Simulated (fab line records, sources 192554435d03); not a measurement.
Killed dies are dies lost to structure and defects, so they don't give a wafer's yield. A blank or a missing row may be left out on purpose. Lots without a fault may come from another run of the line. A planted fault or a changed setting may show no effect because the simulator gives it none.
Which tool did it? | flow n5_finfet | 11 lots, 33 wafers sampled, at 2 steps of a route of 1938

WHAT THE GAUGES READ, wafer by wafer
N5_BEOL_M15_INSPECT_12: inspects for defects (macro). Usual: raw_defect_count 2.0, standard deviation 1.3.
lot  | measured     | on                | raw_defect_count | flag
L615 | day 12 05:47 | defect_inspect-01 | 3 3 4            |
L619 | day 13 01:16 | defect_inspect-01 | 2 2 2            |
L624 | day 14 22:35 | defect_inspect-02 | 2 2 3            |
L626 | day 15 02:43 | defect_inspect-02 | 0 2 3            |
L625 | day 15 16:52 | defect_inspect-02 | 1 1 2            |
L629 | day 16 07:48 | defect_inspect-01 | 2 1 1            |
L627 | day 16 10:01 | defect_inspect-02 | 2 1 4            |
L631 | day 17 05:01 | defect_inspect-01 | 1 3 6            |
L633 | day 17 12:38 | defect_inspect-02 | 4 2 2            |
L635 | day 17 18:19 | defect_inspect-02 | 4 2 1            |
L637 | day 18 19:52 | defect_inspect-02 | 3 2 0            |

WHICH TOOL RAN EACH LOT (tool, then ch and the chambers of the sampled wafers, then the start)
lot  | N5_BEOL_M14_SPUTTER_45
L615 | pvd_sputter-02, day 12 03:23
L619 | pvd_sputter-03, day 12 23:27
L624 | pvd_sputter-02, day 14 19:11
L626 | pvd_sputter-02, day 15 00:16
L625 | pvd_sputter-02, day 15 15:07
L629 | pvd_sputter-01, day 16 05:55
L627 | pvd_sputter-03, day 16 07:50
L631 | pvd_sputter-02, day 17 02:44
L633 | pvd_sputter-01, day 17 09:37
L635 | pvd_sputter-01, day 17 15:55
L637 | pvd_sputter-01, day 18 17:25
- N5_BEOL_M14_SPUTTER_45: material Cu, target thk 100 nm, time 16.67 s.

WHAT THE TOOLS THEMSELVES READ (means of the sampled wafers that have a number; where no wafer has one, the mark that the record gives instead)
N5_BEOL_M14_SPUTTER_45. Usual: throttle_valve_pct 30.0 %, standard deviation 1.2.
lot  | tool           | throttle_valve_pct (%) | flag
L615 | pvd_sputter-02 | 30.0                   |
L619 | pvd_sputter-03 | 30.3                   |
L624 | pvd_sputter-02 | 30.7                   |
L626 | pvd_sputter-02 | 30.6                   |
L625 | pvd_sputter-02 | 30.0                   |
L629 | pvd_sputter-01 | 28.6                   |
L627 | pvd_sputter-03 | 30.2                   |
L631 | pvd_sputter-02 | 30.7                   |
L633 | pvd_sputter-01 | 30.4                   |
L635 | pvd_sputter-01 | 29.2                   |
L637 | pvd_sputter-01 | 29.2                   |

THE ANSWER, worked out from the rows above alone
Rule: a lot is off if the mean of its wafers that have a number lies more than 3 standard deviations from the usual mean. A lot without any number at a reading at which 4 lots or more have one is off too. The other lots that the step has rows for count as sound. The gauges are gone through in route order, then the tools' own readings, and for those a lot's mean is taken as printed above. The first step at which some lot is off is used, and at that step the reading that is off furthest; a lot without a number counts as furthest.
No lot is off at any reading shown: from this, nothing can be told.

WHAT THE SIMULATOR HAD PUT IN
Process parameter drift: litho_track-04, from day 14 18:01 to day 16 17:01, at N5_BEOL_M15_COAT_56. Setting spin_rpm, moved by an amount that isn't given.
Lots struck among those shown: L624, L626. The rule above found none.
